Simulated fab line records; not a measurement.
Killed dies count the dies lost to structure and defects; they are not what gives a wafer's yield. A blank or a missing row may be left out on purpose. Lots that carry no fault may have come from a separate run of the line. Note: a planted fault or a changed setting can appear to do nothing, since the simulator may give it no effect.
fab line records -- flow n5Finfet
record lots=24, wafers=72, lastDay=19
route steps=1938 shown START@1 WELL_APT@43 PMOS_HMC_CHANNEL_EPI@70 FIN_SAQP@94
lots that met no fault: from a run of the same line without faults
startH: hours from the record's first day to the start of the lot's first wafer shown -- waitH: hours from the lot's prior step to this one -- " as in the row above -- L1.1+2: one row covering several wafers at once -- - either no value or no given start -- * or withheld: withheld -- < > ~ a bound
route shown NAME@n: names a module that has steps shown in the file, with the first one's number in the route -- usual: average and standard deviation across the fault-free wafers -- same: alike in all rows -- chamber/n: place in a boat -- sites: the reading at each site -- _std_site: their standard deviation -- _edge_site: inner sites' mean taken away from outer sites' mean -- radiusMm: how far each site lies from the wafer's centre -- mask NAME#n: copy n -- behind: the most recent tool/chamber to have shaped the wafer -- hold: what put the lot on hold/how long, in hours/how the hold closed -- device: which transistor (n, p or np) failed to switch -- end of line: tests of these same wafers at the route's end -- for a step that has no rows: nothing shown but its recipe -- killed: dies that structure and defects cost at the first sort, which is not the same as the wafer's yield -- map: shows each die of a wafer: x if killed, . if not, _ if none is there
set.NAME: the setting that was run; set.NAME@STEP: the one run at that earlier step -- model.NAME: the simulator's own value behind a step, which no gauge read
the route's steps for a sample of lots (tables are steps, rows are wafers)
services: when a tool's chamber went out of use (startH, in hours from the record's first day, below 0 if earlier), for how many hours, and the reason
## steps
# step N5_START_INSPECT_01
# recipe inspectInstrument=unpatternedScan, mode=incoming
# usual rawDefectCount=5.7/2.7
lot.wafer,tool,chamber,startH,waitH,rawDefectCount
L074.1,defectInspect-02,-,12.03,-,5
L074.4,defectInspect-02,-,12.03,-,9
L074.6,defectInspect-02,-,12.03,-,7
L075.2,defectInspect-01,-,18.03,-,7
L075.4,defectInspect-01,-,18.03,-,5
L075.6,defectInspect-01,-,18.03,-,7
L076.3,defectInspect-02,-,24.03,-,3
L076.4,defectInspect-02,-,24.03,-,5
L076.6,defectInspect-02,-,24.03,-,10
L077.4,defectInspect-02,-,30.04,-,7
L077.5,defectInspect-02,-,30.04,-,6
L077.6,defectInspect-02,-,30.04,-,5
L078.1,defectInspect-01,-,36.03,-,3
L078.3,defectInspect-01,-,36.03,-,9
L078.5,defectInspect-01,-,36.03,-,5
L079.2,defectInspect-02,-,42.03,-,5
L079.5,defectInspect-02,-,42.03,-,7
L079.6,defectInspect-02,-,42.03,-,2
L080.1,defectInspect-01,-,48.03,-,7
L080.2,defectInspect-01,-,48.03,-,7
L080.4,defectInspect-01,-,48.03,-,3
L081.3,defectInspect-01,-,54.03,-,7
L081.5,defectInspect-01,-,54.03,-,8
L081.6,defectInspect-01,-,54.03,-,4
L082.1,defectInspect-01,-,60.03,-,5
L082.3,defectInspect-01,-,60.03,-,4
L082.4,defectInspect-01,-,60.03,-,3
L083.1,defectInspect-01,-,66.03,-,5
L083.4,defectInspect-01,-,66.03,-,4
L083.6,defectInspect-01,-,66.03,-,6
L084.1,defectInspect-01,-,72.15,-,6
L084.3,defectInspect-01,-,72.15,-,6
L084.4,defectInspect-01,-,72.15,-,7
L085.2,defectInspect-01,-,78.03,-,8
L085.4,defectInspect-01,-,78.03,-,4
L085.5,defectInspect-01,-,78.03,-,2
L086.1,defectInspect-01,-,84.03,-,5
L086.2,defectInspect-01,-,84.03,-,6
L086.3,defectInspect-01,-,84.03,-,6
L087.2,defectInspect-01,-,90.03,-,10
L087.4,defectInspect-01,-,90.03,-,10
L087.6,defectInspect-01,-,90.03,-,2
L088.1,defectInspect-01,-,96.03,-,12
L088.3,defectInspect-01,-,96.03,-,2
L088.4,defectInspect-01,-,96.03,-,7
L089.1,defectInspect-02,-,102.03,-,5
L089.3,defectInspect-02,-,102.03,-,7
L089.6,defectInspect-02,-,102.03,-,5
L090.1,defectInspect-02,-,108.03,-,6
L090.2,defectInspect-02,-,108.03,-,2
L090.4,defectInspect-02,-,108.03,-,8
L091.1,defectInspect-02,-,114.03,-,3
L091.3,defectInspect-02,-,114.03,-,19
L091.4,defectInspect-02,-,114.03,-,11
L092.2,defectInspect-02,-,120.50,-,7
L092.3,defectInspect-02,-,120.50,-,4
L092.5,defectInspect-02,-,120.50,-,5
L093.1,defectInspect-01,-,126.03,-,2
L093.2,defectInspect-01,-,126.03,-,4
L093.6,defectInspect-01,-,126.03,-,9
L094.2,defectInspect-02,-,132.03,-,11
L094.5,defectInspect-02,-,132.03,-,9
L094.6,defectInspect-02,-,132.03,-,10
L095.1,defectInspect-02,-,138.03,-,8
L095.2,defectInspect-02,-,138.03,-,6
L095.3,defectInspect-02,-,138.03,-,4
L096.1,defectInspect-01,-,144.03,-,5
L096.2,defectInspect-01,-,144.03,-,11
L096.6,defectInspect-01,-,144.03,-,6
L097.1,defectInspect-01,-,150.03,-,4
L097.3,defectInspect-01,-,150.03,-,1
L097.5,defectInspect-01,-,150.03,-,6
# step N5_WELL_APT_CD_MEAS_25
# recipe targetCdNm=200, landingEnergyEv=500, detector=seInlens
# usual cdNm=199.6/2.2
lot.wafer,tool,chamber,startH,waitH,cdNm
L074.1,cdSem-03,0,14.86,-,196.6
L074.4,cdSem-03,0,14.86,-,198.7
L074.6,cdSem-03,0,14.86,-,202.7
L075.2,cdSem-03,0,21.08,-,196.1
L075.4,cdSem-03,0,21.08,-,200.2
L075.6,cdSem-03,0,21.08,-,200.0
L076.3,cdSem-01,0,26.70,-,199.7
L076.4,cdSem-01,0,26.70,-,198.9
L076.6,cdSem-01,0,26.70,-,202.5
L077.4,cdSem-01,0,33.73,-,201.5
L077.5,cdSem-01,0,33.73,-,196.2
L077.6,cdSem-01,0,33.73,-,199.7
L078.1,cdSem-02,0,39.00,-,199.8
L078.3,cdSem-02,0,39.00,-,200.4
L078.5,cdSem-02,0,39.00,-,199.3
L079.2,cdSem-03,0,45.08,-,201.7
L079.5,cdSem-03,0,45.08,-,206.5
L079.6,cdSem-03,0,45.08,-,201.2
L080.1,cdSem-02,0,51.10,-,201.1
L080.2,cdSem-02,0,51.10,-,199.2
L080.4,cdSem-02,0,51.10,-,198.2
L081.3,cdSem-03,0,56.94,-,204.2
L081.5,cdSem-03,0,56.94,-,198.7
L081.6,cdSem-03,0,56.94,-,199.2
L082.1,cdSem-02,0,62.95,-,197.4
L082.3,cdSem-02,0,62.95,-,198.2
L082.4,cdSem-02,0,62.95,-,199.1
L083.1,cdSem-02,0,69.33,-,202.3
L083.4,cdSem-02,0,69.33,-,198.7
L083.6,cdSem-02,0,69.33,-,204.6
L084.1,cdSem-01,0,74.93,-,200.1
L084.3,cdSem-01,0,74.93,-,200.0
L084.4,cdSem-01,0,74.93,-,198.2
L085.2,cdSem-02,0,80.99,-,197.7
L085.4,cdSem-02,0,80.99,-,196.5
L085.5,cdSem-02,0,80.99,-,200.8
L086.1,cdSem-01,0,87.13,-,200.4
L086.2,cdSem-01,0,87.13,-,202.6
L086.3,cdSem-01,0,87.13,-,201.1
L087.2,cdSem-02,0,92.93,-,201.9
L087.4,cdSem-02,0,92.93,-,202.4
L087.6,cdSem-02,0,92.93,-,200.3
L088.1,cdSem-01,0,99.50,-,198.2
L088.3,cdSem-01,0,99.50,-,198.2
L088.4,cdSem-01,0,99.50,-,194.4
L089.1,cdSem-02,0,105.11,-,198.6
L089.3,cdSem-02,0,105.11,-,198.0
L089.6,cdSem-02,0,105.11,-,197.4
L090.1,cdSem-01,0,110.83,-,200.0
L090.2,cdSem-01,0,110.83,-,202.2
L090.4,cdSem-01,0,110.83,-,201.3
L091.1,cdSem-02,0,116.98,-,199.9
L091.3,cdSem-02,0,116.98,-,199.7
L091.4,cdSem-02,0,116.98,-,199.4
L092.2,cdSem-02,0,123.27,-,203.8
L092.3,cdSem-02,0,123.27,-,201.0
L092.5,cdSem-02,0,123.27,-,200.0
L093.1,cdSem-03,0,129.43,-,201.5
L093.2,cdSem-03,0,129.43,-,201.7
L093.6,cdSem-03,0,129.43,-,201.3
L094.2,cdSem-02,0,135.67,-,201.1
L094.5,cdSem-02,0,135.67,-,203.7
L094.6,cdSem-02,0,135.67,-,199.8
L095.1,cdSem-01,0,141.06,-,195.4
L095.2,cdSem-01,0,141.06,-,195.8
L095.3,cdSem-01,0,141.06,-,195.1
L096.1,cdSem-01,0,146.93,-,198.8
L096.2,cdSem-01,0,146.93,-,197.6
L096.6,cdSem-01,0,146.93,-,200.0
L097.1,cdSem-01,0,152.82,-,198.1
L097.3,cdSem-01,0,152.82,-,196.0
L097.5,cdSem-01,0,152.82,-,198.5
# step N5_WELL_APT_INSPECT_27
# recipe mode=adi, inspectInstrument=macro
# usual rawDefectCount=2.0/1.3
lot.wafer,tool,chamber,startH,waitH,rawDefectCount
L074.1,defectInspect-01,-,14.92,0.0,0
L074.4,defectInspect-01,-,14.92,0.0,3
L074.6,defectInspect-01,-,14.92,0.0,1
L075.2,defectInspect-02,-,21.13,0.0,2
L075.4,defectInspect-02,-,21.13,0.0,0
L075.6,defectInspect-02,-,21.13,0.0,5
L076.3,defectInspect-02,-,26.75,0.0,2
L076.4,defectInspect-02,-,26.75,0.0,5
L076.6,defectInspect-02,-,26.75,0.0,1
L077.4,defectInspect-02,-,33.78,0.0,1
L077.5,defectInspect-02,-,33.78,0.0,1
L077.6,defectInspect-02,-,33.78,0.0,2
L078.1,defectInspect-02,-,39.05,0.0,2
L078.3,defectInspect-02,-,39.05,0.0,2
L078.5,defectInspect-02,-,39.05,0.0,1
L079.2,defectInspect-01,-,45.13,0.0,1
L079.5,defectInspect-01,-,45.13,0.0,2
L079.6,defectInspect-01,-,45.13,0.0,1
L080.1,defectInspect-01,-,51.15,0.0,5
L080.2,defectInspect-01,-,51.15,0.0,5
L080.4,defectInspect-01,-,51.15,0.0,0
L081.3,defectInspect-01,-,57.00,0.0,6
L081.5,defectInspect-01,-,57.00,0.0,1
L081.6,defectInspect-01,-,57.00,0.0,2
L082.1,defectInspect-01,-,63.00,0.0,5
L082.3,defectInspect-01,-,63.00,0.0,3
L082.4,defectInspect-01,-,63.00,0.0,1
L083.1,defectInspect-02,-,69.38,0.0,4
L083.4,defectInspect-02,-,69.38,0.0,2
L083.6,defectInspect-02,-,69.38,0.0,2
L084.1,defectInspect-01,-,74.99,0.0,2
L084.3,defectInspect-01,-,74.99,0.0,1
L084.4,defectInspect-01,-,74.99,0.0,2
L085.2,defectInspect-01,-,81.04,0.0,0
L085.4,defectInspect-01,-,81.04,0.0,1
L085.5,defectInspect-01,-,81.04,0.0,3
L086.1,defectInspect-01,-,87.18,0.0,3
L086.2,defectInspect-01,-,87.18,0.0,2
L086.3,defectInspect-01,-,87.18,0.0,2
L087.2,defectInspect-01,-,92.98,0.0,1
L087.4,defectInspect-01,-,92.98,0.0,1
L087.6,defectInspect-01,-,92.98,0.0,4
L088.1,defectInspect-01,-,99.55,0.0,3
L088.3,defectInspect-01,-,99.55,0.0,1
L088.4,defectInspect-01,-,99.55,0.0,3
L089.1,defectInspect-02,-,105.17,0.0,0
L089.3,defectInspect-02,-,105.17,0.0,1
L089.6,defectInspect-02,-,105.17,0.0,0
L090.1,defectInspect-02,-,110.88,0.0,1
L090.2,defectInspect-02,-,110.88,0.0,2
L090.4,defectInspect-02,-,110.88,0.0,2
L091.1,defectInspect-02,-,117.03,0.0,1
L091.3,defectInspect-02,-,117.03,0.0,2
L091.4,defectInspect-02,-,117.03,0.0,2
L092.2,defectInspect-02,-,123.32,0.0,1
L092.3,defectInspect-02,-,123.32,0.0,4
L092.5,defectInspect-02,-,123.32,0.0,3
L093.1,defectInspect-01,-,129.49,0.0,0
L093.2,defectInspect-01,-,129.49,0.0,2
L093.6,defectInspect-01,-,129.49,0.0,3
L094.2,defectInspect-02,-,135.72,0.0,1
L094.5,defectInspect-02,-,135.72,0.0,2
L094.6,defectInspect-02,-,135.72,0.0,1
L095.1,defectInspect-02,-,141.11,0.0,3
L095.2,defectInspect-02,-,141.11,0.0,3
L095.3,defectInspect-02,-,141.11,0.0,2
L096.1,defectInspect-02,-,146.99,0.0,3
L096.2,defectInspect-02,-,146.99,0.0,3
L096.6,defectInspect-02,-,146.99,0.0,1
L097.1,defectInspect-01,-,152.88,0.0,1
L097.3,defectInspect-01,-,152.88,0.0,2
L097.5,defectInspect-01,-,152.88,0.0,3
# step N5_PMOS_HMC_CHANNEL_EPI_HM_OPEN_15
# recipe chemistry=CHF3/O2, target=SiO2, maskMaterial=CAR-ArF-block, targetDepthA=406, CHF3_flow_sccm=50, O2_flow_sccm=5, Ar_flow_sccm=200, timeS=20.3, pressureMtorr=30, sourceW=650, biasW=170, ionEnergyEv=200
# usual O2_flow_sccm=4.997/0.014, chamberPressureMTorr=30.001/0.024, drypumpMotorCurrentA=6.1/0.47, oesProductAu=0.76/0.043, rfVppV=524/7.2, showerheadPlenumPTorr=2.36/0.096, throttleValvePct=18.93/0.18
lot.wafer,tool,chamber,startH,waitH,O2_flow_sccm,chamberPressureMTorr,drypumpMotorCurrentA,oesProductAu,rfHoursCounterH,rfVppV,showerheadPlenumPTorr,throttleValvePct
L074.1,rieDiel-06,0,17.14,0.0,4.977,30.004,6.0,0.72,199,523,2.38,18.80
L074.4,rieDiel-06,1,17.14,0.0,5.005,30.027,6.0,0.85,63,536,2.26,18.68
L074.6,rieDiel-06,2,17.14,0.0,4.991,30.001,5.6,0.76,-,533,2.51,18.85
L075.2,rieDiel-02,0,23.51,0.0,4.987,30.014,6.8,0.72,213,513,2.30,18.74
L075.4,rieDiel-02,3,23.51,0.0,5.014,30.010,6.2,0.76,123,520,2.32,19.19
L075.6,rieDiel-02,2,23.51,0.0,4.982,29.985,6.6,0.83,-,518,2.26,18.84
L076.3,rieDiel-02,1,30.22,0.0,5.004,29.947,5.5,0.80,105,532,2.53,18.82
L076.4,rieDiel-02,2,30.22,0.0,5.012,30.016,6.7,0.84,71,520,2.26,18.87
L076.6,rieDiel-02,2,30.22,0.0,4.981,30.038,6.6,0.84,-,521,2.26,18.86
L077.4,rieDiel-01,3,36.73,0.0,4.999,30.026,6.3,0.72,-,515,2.40,18.89
L077.5,rieDiel-01,2,36.73,0.0,4.989,30.017,5.4,0.82,-,531,2.45,18.81
L077.6,rieDiel-01,0,36.73,0.0,5.000,29.974,5.9,0.77,-,530,2.40,19.14
L078.1,rieDiel-02,0,41.34,0.0,5.006,29.994,6.8,0.71,217,514,2.30,18.74
L078.3,rieDiel-02,2,41.34,0.0,4.999,30.006,6.6,0.82,74,520,2.26,18.87
L078.5,rieDiel-02,1,41.34,0.0,5.000,30.023,5.5,0.78,-,532,2.53,18.82
L079.2,rieDiel-02,0,47.63,0.0,5.003,30.037,6.8,0.72,219,515,2.29,18.74
L079.5,rieDiel-02,0,47.63,0.0,4.993,29.980,6.8,0.71,-,514,2.29,18.75
L079.6,rieDiel-02,1,47.63,0.0,4.998,29.986,5.5,0.77,-,532,2.53,18.82
L080.1,rieDiel-01,3,53.72,0.0,4.968,30.002,6.3,0.73,184,515,2.40,18.90
L080.2,rieDiel-01,2,53.72,0.0,4.989,29.964,5.4,0.83,64,530,2.45,18.81
L080.4,rieDiel-01,0,53.72,0.0,5.000,30.042,5.9,0.77,156,530,2.40,19.15
L081.3,rieDiel-02,0,59.63,0.0,5.001,30.008,6.8,0.71,223,514,2.29,18.74
L081.5,rieDiel-02,1,59.63,0.0,4.997,30.006,5.5,0.78,-,533,2.53,18.84
L081.6,rieDiel-02,0,59.63,0.0,4.990,29.989,6.8,0.71,-,514,2.29,18.75
L082.1,rieDiel-06,3,66.23,0.0,5.011,30.013,6.6,0.73,184,518,2.28,18.95
L082.3,rieDiel-06,2,66.23,0.0,4.997,30.035,5.6,0.75,133,530,2.50,18.87
L082.4,rieDiel-06,1,66.23,0.0,5.007,30.006,6.0,0.83,76,537,2.25,18.70
L083.1,rieDiel-06,3,71.80,0.0,4.995,30.035,6.6,0.72,186,519,2.28,18.94
L083.4,rieDiel-06,0,71.80,0.0,4.993,30.010,6.0,0.70,212,523,2.38,18.82
L083.6,rieDiel-06,3,71.80,0.0,4.979,29.982,6.6,0.72,-,519,2.28,18.94
L084.1,rieDiel-01,2,77.81,0.0,4.989,30.004,5.4,0.81,70,531,2.45,18.83
L084.3,rieDiel-01,1,77.81,0.0,4.999,30.039,5.5,0.73,177,531,2.39,19.38
L084.4,rieDiel-01,3,77.81,0.0,5.015,29.984,6.3,0.71,191,513,2.40,18.91
L085.2,rieDiel-06,2,83.88,0.0,5.007,29.973,5.6,0.75,138,532,2.50,18.87
L085.4,rieDiel-06,3,83.88,0.0,5.017,30.004,6.7,0.73,189,519,2.28,18.95
L085.5,rieDiel-06,3,83.88,0.0,5.008,29.985,6.7,0.73,-,520,2.28,18.94
L086.1,rieDiel-02,0,89.56,0.0,4.998,29.998,6.8,0.71,231,513,2.29,18.77
L086.2,rieDiel-02,3,89.56,0.0,4.993,29.991,6.2,0.75,141,519,2.31,19.22
L086.3,rieDiel-02,1,89.56,0.0,4.989,29.947,5.5,0.77,122,533,2.52,18.84
L087.2,rieDiel-02,1,95.71,0.0,4.981,29.967,5.5,0.77,124,532,2.52,18.84
L087.4,rieDiel-02,1,95.71,0.0,4.984,30.013,5.5,0.77,-,531,2.52,18.86
L087.6,rieDiel-02,0,95.71,0.0,4.963,30.031,6.8,0.71,-,514,2.29,18.77
L088.1,rieDiel-01,0,102.33,0.0,4.985,30.014,5.9,0.75,171,529,2.39,19.18
L088.3,rieDiel-01,2,102.33,0.0,4.990,30.009,5.4,0.79,78,530,2.44,18.82
L088.4,rieDiel-01,1,102.33,0.0,4.993,29.975,5.5,0.71,185,531,2.39,19.40
L089.1,rieDiel-02,1,108.40,0.0,5.030,29.994,5.6,0.77,129,532,2.52,18.87
L089.3,rieDiel-02,2,108.40,0.0,5.018,30.021,6.7,0.80,95,520,2.25,18.90
L089.6,rieDiel-02,1,108.40,0.0,5.013,29.998,5.6,0.76,-,533,2.52,18.87
L090.1,rieDiel-06,0,114.29,0.0,5.001,29.984,6.0,0.69,226,523,2.37,18.85
L090.2,rieDiel-06,3,114.29,0.0,5.022,30.004,6.6,0.71,201,519,2.27,18.98
L090.4,rieDiel-06,0,114.29,0.0,4.986,29.999,6.0,0.70,-,523,2.37,18.83
L091.1,rieDiel-06,2,120.63,0.0,5.005,30.053,5.6,0.75,144,532,2.50,18.89
L091.3,rieDiel-06,1,120.63,0.0,4.994,29.992,6.0,0.81,94,536,2.25,18.74
L091.4,rieDiel-06,0,120.63,0.0,4.983,30.017,6.0,0.69,229,525,2.37,18.84
L092.2,rieDiel-02,2,125.84,0.0,5.004,30.008,6.7,0.80,100,520,2.25,18.90
L092.3,rieDiel-02,1,125.84,0.0,5.003,29.982,5.5,0.76,135,532,2.52,18.85
L092.5,rieDiel-02,1,125.84,0.0,5.019,29.995,5.6,0.76,-,532,2.52,18.88
L093.1,rieDiel-01,1,131.81,0.0,5.002,30.002,5.6,0.71,194,530,2.39,19.40
L093.2,rieDiel-01,3,131.81,0.0,5.002,30.026,6.3,0.70,208,515,2.39,18.94
L093.6,rieDiel-01,3,131.81,0.0,5.001,30.023,6.3,0.71,-,516,2.39,18.97
L094.2,rieDiel-02,0,139.89,0.0,4.993,30.011,6.7,0.69,249,513,2.28,18.80
L094.5,rieDiel-02,3,139.89,0.0,5.008,29.993,6.2,0.74,-,519,2.30,19.25
L094.6,rieDiel-02,2,139.89,0.0,5.013,29.986,6.6,0.80,-,522,2.25,18.90
L095.1,rieDiel-02,1,143.89,0.0,5.029,30.026,5.5,0.76,141,534,2.52,18.87
L095.2,rieDiel-02,2,143.89,0.0,5.008,29.957,6.7,0.79,105,519,2.25,18.91
L095.3,rieDiel-02,3,143.89,0.0,5.015,29.982,6.2,0.74,154,521,2.30,19.25
L096.1,rieDiel-06,2,149.59,0.0,4.985,30.034,5.6,0.74,155,531,2.49,18.89
L096.2,rieDiel-06,3,149.59,0.0,5.000,29.977,6.6,0.71,214,517,2.27,19.00
L096.6,rieDiel-06,0,149.59,0.0,4.990,30.011,6.0,0.69,-,524,2.37,18.86
L097.1,rieDiel-01,1,155.17,0.0,4.975,30.000,5.5,0.71,201,531,2.39,19.42
L097.3,rieDiel-01,3,155.17,0.0,4.972,29.988,6.3,0.69,215,515,2.39,18.97
L097.5,rieDiel-01,1,155.17,0.0,5.016,29.986,5.5,0.71,-,530,2.39,19.42
# step N5_FIN_SAQP_ALD_61
# recipe material=SiO2, targetThkA=40, tempC=300, aldPrecursorFamily=BDEAS, aldCoReactant=O2-plasma, pulseTimeS=1, purgeTimeS=2, coReactantPurgeTimeS=2, aldCycles=43, pressureTorr=2
# usual heaterPowerW=482/47, precursorPulseHeightRel=1.002/0.022
# same coReactantPurgeTimeS=2
lot.wafer,tool,chamber,startH,waitH,heaterPowerW,precursorPulseHeightRel,sinceWetCleanH
L074.1,aldSin-02,3,21.02,0.2,498,1.036,119
L074.4,aldSin-02,1,21.02,0.2,555,1.017,119
L074.6,aldSin-02,2,21.02,0.2,578,0.985,-
L075.2,aldSin-01,0,28.05,1.4,447,0.989,217
L075.4,aldSin-01,3,28.05,1.4,479,0.992,217
L075.6,aldSin-01,2,28.05,1.4,488,1.021,-
L076.3,aldSin-04,1,34.06,0.0,445,0.981,313
L076.4,aldSin-04,0,34.06,0.0,404,0.996,313
L076.6,aldSin-04,3,34.06,0.0,555,1.018,-
L077.4,aldSin-01,3,39.70,0.0,488,0.995,229
L077.5,aldSin-01,0,39.70,0.0,442,1.009,-
L077.6,aldSin-01,3,39.70,0.0,482,1.006,-
L078.1,aldSin-04,3,46.05,1.4,552,1.003,325
L078.3,aldSin-04,2,46.05,1.4,437,1.014,325
L078.5,aldSin-04,2,46.05,1.4,440,0.991,-
L079.2,aldSin-01,3,50.81,0.0,482,0.999,240
L079.5,aldSin-01,2,50.81,0.0,495,0.998,-
L079.6,aldSin-01,3,50.81,0.0,486,1.028,-
L080.1,aldSin-02,3,57.02,0.1,490,1.024,155
L080.2,aldSin-02,1,57.02,0.1,564,0.978,155
L080.4,aldSin-02,2,57.02,0.1,556,1.006,155
L081.3,aldSin-04,3,62.43,0.0,562,0.993,341
L081.5,aldSin-04,3,62.43,0.0,565,0.986,-
L081.6,aldSin-04,2,62.43,0.0,443,1.002,-
L082.1,aldSin-01,3,69.41,0.0,489,0.999,259
L082.3,aldSin-01,2,69.41,0.0,497,1.000,259
L082.4,aldSin-01,2,69.41,0.0,484,1.002,-
L083.1,aldSin-01,2,75.62,0.0,494,0.981,265
L083.4,aldSin-01,2,75.62,0.0,490,0.999,-
L083.6,aldSin-01,1,75.62,0.0,459,0.990,-
L084.1,aldSin-04,0,81.54,0.0,401,1.026,360
L084.3,aldSin-04,3,81.54,0.0,559,1.018,360
L084.4,aldSin-04,1,81.54,0.0,446,1.027,360
L085.2,aldSin-02,1,87.14,0.0,550,1.010,185
L085.4,aldSin-02,2,87.14,0.0,540,0.995,-
L085.5,aldSin-02,1,87.14,0.0,546,0.976,-
L086.1,aldSin-01,1,95.74,2.7,458,0.987,285
L086.2,aldSin-01,2,95.74,2.7,496,1.039,285
L086.3,aldSin-01,3,95.74,2.7,485,0.989,285
L087.2,aldSin-02,2,99.45,0.9,558,1.001,197
L087.4,aldSin-02,3,99.45,0.9,490,1.011,197
L087.6,aldSin-02,0,99.45,0.9,426,1.014,-
L088.1,aldSin-02,2,106.23,0.7,555,1.015,204
L088.3,aldSin-02,0,106.23,0.7,432,1.029,204
L088.4,aldSin-02,1,106.23,0.7,558,1.002,204
L089.1,aldSin-04,0,111.24,0.0,449,1.000,12
L089.3,aldSin-04,1,111.24,0.0,417,0.984,12
L089.6,aldSin-04,1,111.24,0.0,427,1.026,-
L090.1,aldSin-01,1,117.08,0.0,460,0.976,306
L090.2,aldSin-01,0,117.08,0.0,451,0.984,306
L090.4,aldSin-01,3,117.08,0.0,478,0.988,306
L091.1,aldSin-01,1,123.63,0.0,463,0.986,313
L091.3,aldSin-01,0,123.63,0.0,447,1.027,313
L091.4,aldSin-01,2,123.63,0.0,498,1.006,-
L092.2,aldSin-04,2,129.35,0.3,444,0.992,30
L092.3,aldSin-04,3,129.35,0.3,533,1.004,30
L092.5,aldSin-04,1,129.35,0.3,418,1.019,-
L093.1,aldSin-02,2,134.96,0.0,537,1.000,233
L093.2,aldSin-02,1,134.96,0.0,560,0.995,233
L093.6,aldSin-02,2,134.96,0.0,568,0.940,-
L094.2,aldSin-04,1,143.10,0.0,422,0.991,44
L094.5,aldSin-04,0,143.10,0.0,421,1.003,-
L094.6,aldSin-04,1,143.10,0.0,414,1.021,-
L095.1,aldSin-01,1,147.23,0.5,480,1.010,337
L095.2,aldSin-01,0,147.23,0.5,450,1.019,337
L095.3,aldSin-01,2,147.23,0.5,484,1.000,337
L096.1,aldSin-02,1,152.70,0.2,565,0.970,250
L096.2,aldSin-02,3,152.70,0.2,497,1.012,250
L096.6,aldSin-02,0,152.70,0.2,426,1.011,-
L097.1,aldSin-01,2,158.03,0.0,492,1.007,347
L097.3,aldSin-01,3,158.03,0.0,497,1.015,347
L097.5,aldSin-01,0,158.03,0.0,448,1.016,-
# step N5_FIN_SAQP_CD_MEAS_27
# recipe targetCdNm=20, landingEnergyEv=1000, detector=seInlens, polarity=line
# usual cdNm=20.33/0.23
lot.wafer,tool,chamber,startH,waitH,cdNm
L074.1,cdSem-01,0,24.48,0.1,20.38
L074.4,cdSem-01,0,24.48,0.1,20.48
L074.6,cdSem-01,0,24.48,0.1,20.10
L075.2,cdSem-03,0,32.15,0.1,20.40
L075.4,cdSem-03,0,32.15,0.1,20.48
L075.6,cdSem-03,0,32.15,0.1,20.28
L076.3,cdSem-01,0,38.08,0.1,20.34
L076.4,cdSem-01,0,38.08,0.1,20.25
L076.6,cdSem-01,0,38.08,0.1,20.20
L077.4,cdSem-03,0,43.91,0.1,20.39
L077.5,cdSem-03,0,43.91,0.1,20.55
L077.6,cdSem-03,0,43.91,0.1,20.38
L078.1,cdSem-02,0,49.88,0.1,20.12
L078.3,cdSem-02,0,49.88,0.1,20.64
L078.5,cdSem-02,0,49.88,0.1,20.04
L079.2,cdSem-03,0,54.90,0.1,20.55
L079.5,cdSem-03,0,54.90,0.1,20.14
L079.6,cdSem-03,0,54.90,0.1,20.34
L080.1,cdSem-02,0,60.49,0.1,20.15
L080.2,cdSem-02,0,60.49,0.1,20.51
L080.4,cdSem-02,0,60.49,0.1,20.17
L081.3,cdSem-02,0,65.89,0.1,20.31
L081.5,cdSem-02,0,65.89,0.1,20.38
L081.6,cdSem-02,0,65.89,0.1,20.52
L082.1,cdSem-03,0,72.72,0.1,20.48
L082.3,cdSem-03,0,72.72,0.1,19.93
L082.4,cdSem-03,0,72.72,0.1,20.49
L083.1,cdSem-01,0,79.08,0.1,20.12
L083.4,cdSem-01,0,79.08,0.1,20.70
L083.6,cdSem-01,0,79.08,0.1,20.70
L084.1,cdSem-02,0,87.34,0.1,20.63
L084.3,cdSem-02,0,87.34,0.1,20.39
L084.4,cdSem-02,0,87.34,0.1,20.40
L085.2,cdSem-01,0,90.57,0.1,20.30
L085.4,cdSem-01,0,90.57,0.1,20.17
L085.5,cdSem-01,0,90.57,0.1,20.45
L086.1,cdSem-01,0,100.63,0.1,20.32
L086.2,cdSem-01,0,100.63,0.1,20.18
L086.3,cdSem-01,0,100.63,0.1,20.18
L087.2,cdSem-02,0,102.91,0.1,20.29
L087.4,cdSem-02,0,102.91,0.1,20.57
L087.6,cdSem-02,0,102.91,0.1,20.27
L088.1,cdSem-01,0,110.31,0.1,20.19
L088.3,cdSem-01,0,110.31,0.1,20.29
L088.4,cdSem-01,0,110.31,0.1,20.42
L089.1,cdSem-01,0,114.83,0.1,20.06
L089.3,cdSem-01,0,114.83,0.1,20.62
L089.6,cdSem-01,0,114.83,0.1,20.15
L090.1,cdSem-01,0,120.45,0.1,20.27
L090.2,cdSem-01,0,120.45,0.1,20.74
L090.4,cdSem-01,0,120.45,0.1,20.14
L091.1,cdSem-03,0,127.78,0.1,20.34
L091.3,cdSem-03,0,127.78,0.1,20.18
L091.4,cdSem-03,0,127.78,0.1,19.85
L092.2,cdSem-01,0,133.32,0.1,19.86
L092.3,cdSem-01,0,133.32,0.1,20.30
L092.5,cdSem-01,0,133.32,0.1,20.48
L093.1,cdSem-03,0,138.54,0.1,20.51
L093.2,cdSem-03,0,138.54,0.1,20.66
L093.6,cdSem-03,0,138.54,0.1,20.00
L094.2,cdSem-01,0,146.68,0.1,20.72
L094.5,cdSem-01,0,146.68,0.1,20.13
L094.6,cdSem-01,0,146.68,0.1,20.46
L095.1,cdSem-02,0,150.66,0.1,20.44
L095.2,cdSem-02,0,150.66,0.1,20.23
L095.3,cdSem-02,0,150.66,0.1,20.31
L096.1,cdSem-02,0,156.18,0.1,20.15
L096.2,cdSem-02,0,156.18,0.1,20.14
L096.6,cdSem-02,0,156.18,0.1,20.29
L097.1,cdSem-03,0,161.63,0.1,20.60
L097.3,cdSem-03,0,161.63,0.1,20.68
L097.5,cdSem-03,0,161.63,0.1,19.78
## services
tool,chamber,startH,hours,kind
aldSin-04,3,-1.83,8.3,repair
aldSin-02,3,14.00,3.4,repair
aldSin-02,-,15.02,6.0,pm
rieDiel-01,2,25.38,2.1,repair
rieDiel-01,1,35.46,2.6,repair
aldSin-02,-,42.16,14.6,pm
aldSin-04,1,51.01,1.4,repair
aldSin-01,0,67.31,16.3,repair
aldSin-02,3,69.04,8.8,repair
aldSin-02,0,79.75,13.8,repair
aldSin-04,-,85.25,14.0,pm
aldSin-04,0,85.25,14.0,ventCycle
aldSin-04,1,85.25,14.0,ventCycle
rieDiel-02,3,91.57,11.8,repair
rieDiel-06,2,100.74,18.2,repair
aldSin-02,2,121.53,6.1,repair
aldSin-01,3,122.03,7.9,repair
rieDiel-02,2,130.94,1.8,repair
rieDiel-02,0,143.18,-,clean
rieDiel-02,0,143.18,-,consumableReplace:focusRing
rieDiel-02,0,143.18,-,consumableReplace:showerhead
rieDiel-02,0,143.18,14.2,scheduledDown
rieDiel-02,0,143.18,14.2,ventCycle
rieDiel-01,-,153.03,1.0,repair
## key
fault none
